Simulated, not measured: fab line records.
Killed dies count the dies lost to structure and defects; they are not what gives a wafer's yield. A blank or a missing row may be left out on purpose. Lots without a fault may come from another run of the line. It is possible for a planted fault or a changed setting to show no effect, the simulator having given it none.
The tool behind it: which one? | flow n5_finfet | 22 lots with 66 wafers sampled at 6 steps, on a route of 1938 steps

== WHAT THE GAUGES SHOWED, per wafer ==
The record lacks any reading of a measuring or inspecting step that a usual standard deviation could be used to judge.

== EACH LOT AND THE TOOL THAT RAN IT (in order: tool; ch and the chambers of the sampled wafers; start) ==
lot  | N5_BEOL_M6_ETCH_62                 | N5_BEOL_M6_DESCUM_33               | N5_BEOL_M6_ETCH_66                 | N5_BEOL_M6_ETCH_41                            | N5_BEOL_M6_SURFACE_TREAT_79  | N5_BEOL_M7_CURE_74
L076 | rie_diel-04 ch 0,2, day 10 03:17   | rie_diel-04 ch 0,1,2, day 10 04:26 | rie_diel-04 ch 0,1,2, day 10 04:31 | rie_diel-04 ch 0,1,3, day 10 07:37 or earlier | pvd_sputter-03, day 10 07:37 | uv_cure-03 ch 0, day 10 10:01
L074 | rie_diel-04 ch 1,2,3, day 10 03:32 | rie_diel-05 ch 1,2,3, day 10 07:26 | rie_diel-05 ch 1,2,3, day 10 07:31 | rie_diel-05 ch 1,2,3, day 10 09:20 or earlier | pvd_sputter-02, day 10 09:20 | uv_cure-03 ch 0, day 10 11:05
L075 | rie_diel-05 ch 0,1,3, day 10 03:50 | rie_diel-04 ch 0,1, day 10 07:29   | rie_diel-04 ch 0,1, day 10 07:34   | rie_diel-04 ch 0,1, day 10 09:21 or earlier   | pvd_sputter-01, day 10 09:21 | uv_cure-02 ch 0, day 10 12:05
L078 | rie_diel-05 ch 1,2,3, day 10 11:29 | rie_diel-03 ch 0,1,3, day 10 15:39 | rie_diel-03 ch 0,1,3, day 10 15:44 | rie_diel-03 ch 0,1,3, day 10 17:10 or earlier | pvd_sputter-02, day 10 17:10 | uv_cure-02 ch 0, day 10 18:56
L079 | rie_diel-04 ch 0,3, day 11 04:33   | rie_diel-05 ch 0,1,3, day 11 05:28 | rie_diel-05 ch 0,1,3, day 11 05:33 | rie_diel-05 ch 0,1,3, day 11 06:53 or earlier | pvd_sputter-03, day 11 06:53 | uv_cure-03 ch 2, day 11 09:40
L081 | rie_diel-03 ch 0,1, day 11 10:51   | rie_diel-05 ch 0,3, day 11 12:02   | rie_diel-05 ch 0,3, day 11 12:07   | rie_diel-05 ch 0,3, day 11 14:20 or earlier   | pvd_sputter-02, day 11 14:20 | uv_cure-01 ch 2, day 11 15:47
L080 | rie_diel-04 ch 0,2,3, day 11 11:45 | rie_diel-04 ch 0,1,3, day 11 15:29 | rie_diel-04 ch 0,1,3, day 11 15:34 | rie_diel-04 ch 0,1,3, day 11 17:25 or earlier | pvd_sputter-01, day 11 17:25 | uv_cure-03 ch 2, day 11 20:11
L082 | rie_diel-04 ch 0,1,2, day 11 17:10 | rie_diel-03 ch 0,1,3, day 11 18:52 | rie_diel-03 ch 0,1,3, day 11 18:57 | rie_diel-03 ch 0,1,3, day 11 20:49 or earlier | pvd_sputter-03, day 11 20:49 | uv_cure-01 ch 1, day 11 22:33
L083 | rie_diel-04 ch 0,1,2, day 11 21:02 | rie_diel-05 ch 1,2, day 12 00:37   | rie_diel-05 ch 1,2, day 12 00:42   | rie_diel-05 ch 1,2, day 12 02:04 or earlier   | pvd_sputter-01, day 12 02:04 | uv_cure-01 ch 2, day 12 04:57
L085 | rie_diel-03 ch 0,3, day 12 13:47   | rie_diel-04 ch 0,2, day 12 14:47   | rie_diel-04 ch 0,2, day 12 14:52   | rie_diel-04 ch 0,2, day 12 17:26 or earlier   | pvd_sputter-02, day 12 17:26 | uv_cure-01 ch 2, day 12 18:50
L086 | rie_diel-05 ch 0,1,2, day 13 04:07 | rie_diel-04 ch 0,1,3, day 13 05:30 | rie_diel-04 ch 0,1,3, day 13 05:35 | rie_diel-04 ch 0,1,3, day 13 09:55 or earlier | pvd_sputter-02, day 13 09:55 | uv_cure-02 ch 0, day 13 11:49
L088 | rie_diel-04 ch 1,2,3, day 13 10:48 | rie_diel-04 ch 1,2,3, day 13 13:44 | rie_diel-04 ch 1,2,3, day 13 13:49 | rie_diel-04 ch 1,2,3, day 13 15:35 or earlier | pvd_sputter-02, day 13 15:35 | uv_cure-03 ch 2, day 13 17:37
L089 | rie_diel-03 ch 0,1,2, day 13 10:58 | rie_diel-05 ch 1,2,3, day 13 13:46 | rie_diel-05 ch 1,2,3, day 13 13:51 | rie_diel-05 ch 1,2,3, day 13 15:20 or earlier | pvd_sputter-02, day 13 15:20 | uv_cure-01 ch 2, day 13 17:05
L087 | rie_diel-03 ch 1,2,3, day 13 14:29 | rie_diel-03 ch 0,1,2, day 13 15:21 | rie_diel-03 ch 0,1,2, day 13 15:26 | rie_diel-03 ch 0,1,2, day 13 17:20 or earlier | pvd_sputter-03, day 13 17:20 | uv_cure-01 ch 1, day 13 18:50
L091 | rie_diel-03 ch 0,2,3, day 13 15:06 | rie_diel-03 ch 0,2,3, day 13 16:59 | rie_diel-03 ch 0,2,3, day 13 17:04 | rie_diel-03 ch 0,2,3, day 13 18:40 or earlier | pvd_sputter-03, day 13 18:40 | uv_cure-02 ch 1, day 13 19:58
L090 | rie_diel-03 ch 1,2,3, day 14 06:56 | rie_diel-04 ch 1,2,3, day 14 08:01 | rie_diel-04 ch 1,2,3, day 14 08:06 | rie_diel-04 ch 1,2,3, day 14 10:49 or earlier | pvd_sputter-01, day 14 10:49 | uv_cure-03 ch 2, day 14 12:08
L092 | rie_diel-05 ch 1,2,3, day 14 11:33 | rie_diel-03 ch 0,1,2, day 14 13:14 | rie_diel-03 ch 0,1,2, day 14 13:19 | rie_diel-03 ch 0,1,2, day 14 15:10 or earlier | pvd_sputter-01, day 14 15:10 | uv_cure-03 ch 1, day 14 17:13
L095 | rie_diel-04 ch 0,2,3, day 15 07:07 | rie_diel-03 ch 0,1,2, day 15 08:46 | rie_diel-03 ch 0,1,2, day 15 08:51 | rie_diel-03 ch 0,1,2, day 15 10:14 or earlier | pvd_sputter-01, day 15 10:14 | uv_cure-01 ch 2, day 15 11:37
L094 | rie_diel-04 ch 0,2,3, day 15 07:37 | rie_diel-05 ch 1,2, day 15 09:22   | rie_diel-05 ch 1,2, day 15 09:26   | rie_diel-05 ch 1,2, day 15 11:13 or earlier   | pvd_sputter-03, day 15 11:13 | uv_cure-02 ch 2, day 15 12:50
L093 | rie_diel-05 ch 0,2,3, day 15 09:50 | rie_diel-05 ch 1,2,3, day 15 10:53 | rie_diel-05 ch 1,2,3, day 15 10:58 | rie_diel-05 ch 1,2,3, day 15 14:02 or earlier | pvd_sputter-03, day 15 14:02 | uv_cure-01 ch 2, day 15 15:38
L096 | rie_diel-05 ch 0,1, day 15 19:27   | rie_diel-05 ch 1,2,3, day 15 20:42 | rie_diel-05 ch 1,2,3, day 15 20:47 | rie_diel-05 ch 1,2,3, day 16 00:35 or earlier | pvd_sputter-02, day 16 00:35 | uv_cure-02 ch 0, day 16 02:06
L097 | rie_diel-04 ch 1,2, day 16 03:03   | rie_diel-04 ch 1,2,3, day 16 04:59 | rie_diel-04 ch 1,2,3, day 16 05:04 | rie_diel-04 ch 1,2,3, day 16 06:35 or earlier | pvd_sputter-01, day 16 06:35 | uv_cure-01 ch 1, day 16 09:25
- N5_BEOL_M6_ETCH_62: etches SOC in N2/H2, target depth 110 nm, overetch 22 nm, time 165 s.
- N5_BEOL_M6_DESCUM_33: chemistry O2, time 7 s.
- N5_BEOL_M6_ETCH_66: etches SOC in N2/H2, target depth 80 nm, overetch 16 nm, time 120 s.
- N5_BEOL_M6_ETCH_41: etches SiCN in CH3F/O2, target depth 29.7 nm, time 52 s.
- N5_BEOL_M6_SURFACE_TREAT_79
- N5_BEOL_M7_CURE_74: cures SiCOH lowk, time 240 s.

== WHAT THE TOOLS THEMSELVES READ (means of the sampled wafers that have a number; where no wafer has one, the mark that the record gives instead) ==
N5_BEOL_M6_ETCH_62. Usual: drypump_motor_current_A 5.6 A, standard deviation 0.6; oes_product_au 0.68 a.u., standard deviation 0.059; rf_vpp_V 524.6 V, standard deviation 2.6; showerhead_plenum_p_Torr 2.57 Torr, standard deviation 0.085; throttle_valve_pct 17.85 %, standard deviation 0.29.
lot  | tool        | drypump_motor_current_A (A) | oes_product_au (a.u.) | rf_vpp_V (V) | showerhead_plenum_p_Torr (Torr) | throttle_valve_pct (%) | flag
L076 | rie_diel-04 | 5.3                         | 0.76                  | 526.7        | 2.64                            | 17.64                  |
L074 | rie_diel-04 | 5.8                         | 0.74                  | 525.9        | 2.64                            | 17.61                  |
L075 | rie_diel-05 | 5.5                         | 0.68                  | 524.1        | 2.57                            | 17.81                  |
L078 | rie_diel-05 | 5.9                         | 0.66                  | 524.1        | 2.56                            | 17.79                  |
L079 | rie_diel-04 | 6.2                         | 0.61                  | 525.6        | 2.59                            | 18.13                  |
L081 | rie_diel-03 | 5.0                         | 0.71                  | 524.0        | 2.55                            | 18.04                  |
L080 | rie_diel-04 | 5.8                         | 0.67                  | 526.7        | 2.61                            | 17.89                  |
L082 | rie_diel-04 | 5.8                         | 0.70                  | 525.3        | 2.60                            | 17.67                  |
L083 | rie_diel-04 | 5.8                         | 0.70                  | 525.5        | 2.60                            | 17.68                  |
L085 | rie_diel-03 | 5.3                         | 0.72                  | 523.5        | 2.54                            | 17.64                  |
L086 | rie_diel-05 | 5.7                         | 0.65                  | 526.1        | 2.59                            | 17.88                  |
L088 | rie_diel-04 | 5.8                         | 0.70                  | 526.7        | 2.63                            | 17.65                  |
L089 | rie_diel-03 | 5.2                         | 0.69                  | 523.7        | 2.55                            | 18.02                  |
L087 | rie_diel-03 | 5.0                         | 0.68                  | 521.7        | 2.47                            | 17.95                  |
L091 | rie_diel-03 | 5.3                         | 0.70                  | 525.0        | 2.55                            | 17.81                  |
L090 | rie_diel-03 | 5.0                         | 0.67                  | 522.5        | 2.46                            | 17.96                  |
L092 | rie_diel-05 | 5.9                         | 0.64                  | 523.7        | 2.54                            | 17.84                  |
L095 | rie_diel-04 | 5.8                         | 0.64                  | 525.9        | 2.60                            | 17.95                  |
L094 | rie_diel-04 | 5.8                         | 0.65                  | 525.9        | 2.60                            | 17.94                  |
L093 | rie_diel-05 | 5.8                         | 0.66                  | 523.3        | 2.53                            | 17.74                  |
L096 | rie_diel-05 | 5.2                         | 0.65                  | 525.6        | 2.58                            | 17.96                  |
L097 | rie_diel-04 | 5.4                         | 0.71                  | 526.5        | 2.65                            | 17.46                  |

N5_BEOL_M6_DESCUM_33. Usual: drypump_motor_current_A 5.7 A, standard deviation 0.61; oes_product_au 0.80 a.u., standard deviation 0.073; rf_vpp_V 243.5 V, standard deviation 1.3; showerhead_plenum_p_Torr 2.11 Torr, standard deviation 0.067; throttle_valve_pct 20.38 %, standard deviation 0.27.
lot  | tool        | drypump_motor_current_A (A) | oes_product_au (a.u.) | rf_vpp_V (V) | showerhead_plenum_p_Torr (Torr) | throttle_valve_pct (%) | flag
L076 | rie_diel-04 | 5.8                         | 0.86                  | 243.6        | 2.14                            | 20.29                  |
L074 | rie_diel-05 | 5.9                         | 0.78                  | 242.8        | 2.10                            | 20.33                  |
L075 | rie_diel-04 | 6.3                         | 0.83                  | 243.7        | 2.11                            | 20.22                  |
L078 | rie_diel-03 | 5.2                         | 0.87                  | 242.8        | 2.09                            | 20.32                  |
L079 | rie_diel-05 | 5.4                         | 0.79                  | 243.7        | 2.10                            | 20.33                  |
L081 | rie_diel-05 | 5.5                         | 0.83                  | 243.3        | 2.06                            | 20.22                  |
L080 | rie_diel-04 | 6.2                         | 0.77                  | 243.2        | 2.12                            | 20.49                  |
L082 | rie_diel-03 | 5.2                         | 0.85                  | 243.6        | 2.09                            | 20.32                  |
L083 | rie_diel-05 | 6.2                         | 0.77                  | 244.2        | 2.12                            | 20.33                  |
L085 | rie_diel-04 | 5.3                         | 0.85                  | 244.0        | 2.17                            | 20.39                  |
L086 | rie_diel-04 | 6.2                         | 0.76                  | 243.6        | 2.11                            | 20.50                  |
L088 | rie_diel-04 | 5.8                         | 0.83                  | 245.6        | 2.16                            | 20.28                  |
L089 | rie_diel-05 | 5.9                         | 0.76                  | 242.9        | 2.09                            | 20.37                  |
L087 | rie_diel-03 | 5.2                         | 0.82                  | 242.3        | 2.09                            | 20.53                  |
L091 | rie_diel-03 | 5.3                         | 0.83                  | 243.0        | 2.09                            | 20.41                  |
L090 | rie_diel-04 | 5.8                         | 0.83                  | 244.5        | 2.16                            | 20.29                  |
L092 | rie_diel-03 | 5.2                         | 0.81                  | 243.4        | 2.09                            | 20.55                  |
L095 | rie_diel-03 | 5.2                         | 0.81                  | 242.8        | 2.09                            | 20.56                  |
L094 | rie_diel-05 | 5.9                         | 0.72                  | 244.1        | 2.12                            | 20.50                  |
L093 | rie_diel-05 | 5.9                         | 0.75                  | 242.3        | 2.09                            | 20.39                  |
L096 | rie_diel-05 | 5.9                         | 0.75                  | 242.9        | 2.08                            | 20.40                  |
L097 | rie_diel-04 | 5.8                         | 0.80                  | 243.7        | 2.16                            | 20.32                  |

N5_BEOL_M6_ETCH_66. Usual: drypump_motor_current_A 5.7 A, standard deviation 0.61; oes_product_au 0.61 a.u., standard deviation 0.051; rf_vpp_V 524.5 V, standard deviation 2.3; showerhead_plenum_p_Torr 2.57 Torr, standard deviation 0.08; throttle_valve_pct 17.82 %, standard deviation 0.29.
lot  | tool        | drypump_motor_current_A (A) | oes_product_au (a.u.) | rf_vpp_V (V) | showerhead_plenum_p_Torr (Torr) | throttle_valve_pct (%) | flag
L076 | rie_diel-04 | 5.8                         | 0.66                  | 525.4        | 2.60                            | 17.65                  |
L074 | rie_diel-05 | 5.9                         | 0.60                  | 524.2        | 2.56                            | 17.78                  |
L075 | rie_diel-04 | 6.3                         | 0.63                  | 524.4        | 2.57                            | 17.65                  |
L078 | rie_diel-03 | 5.2                         | 0.66                  | 523.6        | 2.55                            | 17.80                  |
L079 | rie_diel-05 | 5.4                         | 0.60                  | 524.5        | 2.56                            | 17.83                  |
L081 | rie_diel-05 | 5.5                         | 0.62                  | 523.2        | 2.51                            | 17.65                  |
L080 | rie_diel-04 | 6.2                         | 0.59                  | 524.0        | 2.58                            | 17.89                  |
L082 | rie_diel-03 | 5.2                         | 0.64                  | 523.7        | 2.55                            | 17.82                  |
L083 | rie_diel-05 | 6.2                         | 0.59                  | 525.1        | 2.59                            | 17.81                  |
L085 | rie_diel-04 | 5.3                         | 0.64                  | 527.0        | 2.63                            | 17.68                  |
L086 | rie_diel-04 | 6.2                         | 0.57                  | 523.9        | 2.57                            | 17.92                  |
L088 | rie_diel-04 | 5.8                         | 0.63                  | 526.2        | 2.63                            | 17.65                  |
L089 | rie_diel-05 | 5.9                         | 0.58                  | 524.1        | 2.55                            | 17.82                  |
L087 | rie_diel-03 | 5.2                         | 0.62                  | 523.5        | 2.55                            | 18.01                  |
L091 | rie_diel-03 | 5.3                         | 0.63                  | 523.5        | 2.55                            | 17.81                  |
L090 | rie_diel-04 | 5.8                         | 0.62                  | 526.0        | 2.63                            | 17.66                  |
L092 | rie_diel-03 | 5.2                         | 0.62                  | 523.3        | 2.54                            | 18.03                  |
L095 | rie_diel-03 | 5.2                         | 0.61                  | 523.8        | 2.54                            | 18.04                  |
L094 | rie_diel-05 | 5.9                         | 0.55                  | 525.7        | 2.59                            | 18.03                  |
L093 | rie_diel-05 | 5.9                         | 0.58                  | 524.5        | 2.54                            | 17.84                  |
L096 | rie_diel-05 | 5.9                         | 0.57                  | 524.5        | 2.54                            | 17.87                  |
L097 | rie_diel-04 | 5.8                         | 0.61                  | 525.6        | 2.62                            | 17.69                  |

N5_BEOL_M6_ETCH_41. Usual: O2_flow_sccm 19.99 sccm, standard deviation 0.056; drypump_motor_current_A 5.7 A, standard deviation 0.61; oes_product_au 0.80 a.u., standard deviation 0.074; rf_vpp_V 297.8 V, standard deviation 1.5; showerhead_plenum_p_Torr 2.02 Torr, standard deviation 0.067; throttle_valve_pct 16.33 %, standard deviation 0.27.
lot  | tool        | O2_flow_sccm (sccm) | drypump_motor_current_A (A) | oes_product_au (a.u.) | rf_vpp_V (V) | showerhead_plenum_p_Torr (Torr) | throttle_valve_pct (%) | flag
L076 | rie_diel-04 | 20.10               | 6.2                         | 0.77                  | 297.9        | 2.05                            | 16.45                  |
L074 | rie_diel-05 | 20.05               | 5.9                         | 0.79                  | 298.2        | 2.01                            | 16.25                  |
L075 | rie_diel-04 | 19.99               | 6.3                         | 0.82                  | 297.3        | 2.04                            | 16.24                  |
L078 | rie_diel-03 | 19.99               | 5.2                         | 0.86                  | 297.4        | 2.01                            | 16.27                  |
L079 | rie_diel-05 | 19.98               | 5.4                         | 0.79                  | 297.4        | 2.01                            | 16.27                  |
L081 | rie_diel-05 | 19.96               | 5.5                         | 0.81                  | 296.8        | 1.96                            | 16.06                  |
L080 | rie_diel-04 | 19.95               | 6.2                         | 0.76                  | 298.0        | 2.04                            | 16.47                  |
L082 | rie_diel-03 | 19.96               | 5.2                         | 0.85                  | 297.2        | 2.01                            | 16.29                  |
L083 | rie_diel-05 | 19.96               | 6.2                         | 0.78                  | 297.8        | 2.04                            | 16.30                  |
L085 | rie_diel-04 | 19.99               | 5.3                         | 0.86                  | 298.4        | 2.09                            | 16.32                  |
L086 | rie_diel-04 | 19.99               | 6.2                         | 0.75                  | 297.7        | 2.04                            | 16.48                  |
L088 | rie_diel-04 | 20.00               | 5.8                         | 0.82                  | 298.4        | 2.08                            | 16.27                  |
L089 | rie_diel-05 | 20.00               | 5.9                         | 0.77                  | 298.0        | 2.00                            | 16.31                  |
L087 | rie_diel-03 | 19.95               | 5.2                         | 0.82                  | 298.2        | 2.00                            | 16.42                  |
L091 | rie_diel-03 | 19.99               | 5.3                         | 0.83                  | 297.4        | 2.01                            | 16.29                  |
L090 | rie_diel-04 | 20.04               | 5.8                         | 0.82                  | 298.1        | 2.08                            | 16.27                  |
L092 | rie_diel-03 | 19.97               | 5.2                         | 0.81                  | 296.9        | 2.00                            | 16.44                  |
L095 | rie_diel-03 | 20.00               | 5.2                         | 0.81                  | 297.5        | 2.00                            | 16.45                  |
L094 | rie_diel-05 | 19.97               | 5.9                         | 0.73                  | 297.8        | 2.04                            | 16.53                  |
L093 | rie_diel-05 | 20.00               | 5.9                         | 0.75                  | 297.8        | 1.99                            | 16.34                  |
L096 | rie_diel-05 | 20.04               | 5.9                         | 0.74                  | 297.6        | 1.99                            | 16.33                  |
L097 | rie_diel-04 | 20.01               | 5.8                         | 0.81                  | 298.7        | 2.08                            | 16.31                  |

N5_BEOL_M7_CURE_74. Usual: lamp_power_pct 52.31 %, standard deviation 0.056; wafer_temp_C_max 386.7, standard deviation 0.78.
lot  | tool       | lamp_power_pct (%) | wafer_temp_C_max | flag
L076 | uv_cure-03 | 52.28              | 387.5            |
L074 | uv_cure-03 | 52.27              | 387.9            |
L075 | uv_cure-02 | 52.31              | 386.4            |
L078 | uv_cure-02 | 52.33              | 387.0            |
L079 | uv_cure-03 | 52.35              | 386.2            |
L081 | uv_cure-01 | 52.37              | 386.1            |
L080 | uv_cure-03 | 52.27              | 386.0            |
L082 | uv_cure-01 | 52.26              | 388.1            |
L083 | uv_cure-01 | 52.33              | 386.0            |
L085 | uv_cure-01 | 52.34              | 386.5            |
L086 | uv_cure-02 | 52.28              | 386.7            |
L088 | uv_cure-03 | 52.33              | 386.0            |
L089 | uv_cure-01 | 52.28              | 386.0            |
L087 | uv_cure-01 | 52.33              | 388.1            |
L091 | uv_cure-02 | 52.25              | 387.3            |
L090 | uv_cure-03 | 52.31              | 386.2            |
L092 | uv_cure-03 | 52.27              | 387.3            |
L095 | uv_cure-01 | 52.28              | 385.9            |
L094 | uv_cure-02 | 52.35              | 386.9            |
L093 | uv_cure-01 | 52.29              | 386.1            |
L096 | uv_cure-02 | 52.34              | 386.6            |
L097 | uv_cure-01 | 52.32              | 387.6            |

== THE ANSWER, worked out from the rows above alone ==
Rule: a lot counts as off when the mean over its wafers that have a number is more than 3 standard deviations away from the usual mean. Also off: a lot with no number at a reading for which 4 or more lots have one. All remaining lots with rows at the step are treated as sound. Order of review: gauges by route order, followed by the tools' own readings, for which a lot's mean as printed above is used. At the first step where some lot is off, the reading lying furthest off is the one used; lots without a number count as furthest.
No lot is off at any reading shown: from this, nothing can be told.

== WHAT HAD BEEN PUT IN BY THE SIMULATOR ==
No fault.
